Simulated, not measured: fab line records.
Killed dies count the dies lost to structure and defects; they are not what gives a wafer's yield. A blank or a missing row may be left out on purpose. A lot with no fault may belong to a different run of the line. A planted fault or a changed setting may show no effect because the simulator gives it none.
Which tool did it? ; flow nandHarc ; route of 1302 steps, sampled at 1 step: 13 lots, 39 wafers

== WHAT THE GAUGES READ, wafer by wafer ==
NHARC_P_M0_INSPECT_27. Usual: 294 for rawDefectCount, sd 140.
lot;measured;on;rawDefectCount;flag
L102;day 5 10:23;defectInspect-02;389 208 199;
L104;day 6 02:33;defectInspect-02;372 1048 548;
L105;day 6 04:05;defectInspect-01;157 159 142;
L107;day 7 13:19;defectInspect-01;203 277 213;
L108;day 7 16:11;defectInspect-02;252 231 318;
L109;day 8 09:50;defectInspect-01;150 140 220;
L112;day 9 02:59;defectInspect-01;331 206 204;
L111;day 9 04:35;defectInspect-02;375 140 222;
L120;day 12 19:26;defectInspect-02;319 310 362;
L121;day 13 00:36;defectInspect-02;199 176 130;
L122;day 13 15:16;defectInspect-02;398 230 447;
L123;day 13 19:52;defectInspect-02;220 248 254;
L125;day 14 14:13;defectInspect-02;269 390 303;

== EACH LOT AND THE TOOL THAT RAN IT (in order: tool; ch and the chambers of the sampled wafers; start) ==
Before these readings, the record contains no process step.

== AS READ BY THE TOOLS THEMSELVES (means over the sampled wafers that have a number; for cases with no such wafer, the mark the record gives instead) ==
The record holds no such reading with a usual standard deviation.

== THE ANSWER, worked out from the rows above alone ==
Rule: a lot counts as off when the mean over its wafers that have a number is more than 3 standard deviations away from the usual mean. A lot without any number at a reading at which 4 lots or more have one is off too. The other lots that the step has rows for count as sound. First the gauges in route order, then the tools' own readings, where a lot's mean is used as printed above. The first step at which some lot is off is used, and at that step the reading that is off furthest; a lot without a number counts as furthest.
Nothing can be told from this: no lot is off at any reading shown.

== WHAT HAD BEEN PUT IN BY THE SIMULATOR ==
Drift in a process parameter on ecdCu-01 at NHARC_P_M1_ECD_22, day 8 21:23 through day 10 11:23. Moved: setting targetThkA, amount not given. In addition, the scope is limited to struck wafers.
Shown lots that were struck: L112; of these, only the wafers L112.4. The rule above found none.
